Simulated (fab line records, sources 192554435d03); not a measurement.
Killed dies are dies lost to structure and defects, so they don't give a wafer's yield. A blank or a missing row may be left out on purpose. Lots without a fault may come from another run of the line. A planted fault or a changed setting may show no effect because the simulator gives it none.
One fault seen from 3 desks | flow n5_finfet | each desk has only its own numbers; what lay behind them comes last
Where a reading is given only as a bound, like >300, the bound stands for it, and a mean or a difference that rests on one is marked > or <: the true number lies beyond.

THE METROLOGY DESK
What the gauges read, lot by lot, whatever tool the lot ran on: means of the sampled wafers that have a number. A lot is out of limits, marked OUT, if its mean lies more than 4 standard deviations from the usual mean; the brackets give that distance.
Columns: A = cd_nm at N5_PASSIVATION_CD_MEAS_44, usual 39999 nm; B = PASS_OPEN_OVL at N5_PASSIVATION_OVL_MEAS_66, usual 1 nm
lot  | first seen here | A     | B
L403 | day 12 02:56    | 40002 | 2
L408 | day 13 05:16    | 40001 | 2
L407 | day 13 08:13    | 39999 | -2
L409 | day 13 11:38    | 39997 | -1
L412 | day 13 15:28    | 39997 | 3
L413 | day 14 11:16    | 40002 | 4
L416 | day 15 03:29    | 39997 | 5
L420 | day 16 13:43    | 39995 | 2
L422 | day 17 01:16    | 40005 | 1
L423 | day 17 06:14    | 40000 | -2
L424 | day 17 17:51    | 39995 | 5
This desk's finding: nothing out of limits on any of the 11 lots.

THE TOOL OWNER'S DESK: wet_bench-03
The tool's own readings at N5_PASSIVATION_STRIP_52 (strips in post etch residue remover, time 1200 s): means of the sampled wafers that have a number, for each lot that ran on this tool. A lot is out of limits, marked OUT, if its mean lies more than 4 standard deviations from the usual mean; the brackets give that distance.
Columns: A = bath_guard_temp_C at N5_PASSIVATION_STRIP_52, usual 72.3 C
lot  | first seen here | A
L412 | day 13 16:24    | 72.2
L413 | day 14 11:58    | 71.7
L423 | day 17 07:19    | 71.9
L424 | day 17 19:17    | 72.2
This desk's finding: nothing out of limits on any of the 4 lots.

THE DEFECT DESK
What the inspections along the route counted, lot by lot: means of the sampled wafers that have a number. A lot is out of limits, marked OUT, if its mean lies more than 4 standard deviations from the usual mean; the brackets give that distance.
Columns: A = raw_defect_count at N5_PASSIVATION_INSPECT_57, usual 2.1
lot  | first seen here | A
L403 | day 12 06:59    | 1.5
L408 | day 13 09:09    | 1.3
L407 | day 13 12:38    | 1.7
L409 | day 13 15:31    | 2.3
L412 | day 13 19:10    | 1.7
L413 | day 14 14:44    | 2.0
L416 | day 15 07:19    | 1.7
L420 | day 16 17:13    | 1.0
L422 | day 17 05:20    | 4.0
L423 | day 17 10:06    | >103 (>+72) OUT
L424 | day 17 22:28    | >101 (>+71) OUT
This desk's finding: out of limits on L423, L424; first on L423, day 17 10:06 (raw_defect_count at N5_PASSIVATION_INSPECT_57). In limits: L403, L408, L407, L409, L412, L413, L416, L420, L422.

PUT TOGETHER
The defect desk could have raised an alarm at day 17 10:06, on L423, L424.
The metrology desk saw nothing out of limits.
The tool owner's desk saw nothing out of limits.
The metrology desk has L423, L424 on record, within its limits.
The tool owner's desk has L423, L424 on record, within its limits.
Of the lots named, all ran N5_PASSIVATION_STRIP_52 on wet_bench-03.

WHAT THE SIMULATOR HAD PUT IN
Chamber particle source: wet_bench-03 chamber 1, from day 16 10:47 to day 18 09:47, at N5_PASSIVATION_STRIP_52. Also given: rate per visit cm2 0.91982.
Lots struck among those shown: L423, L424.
Hours from the fault's start to each desk's first reading out of limits: the defect desk, 23.
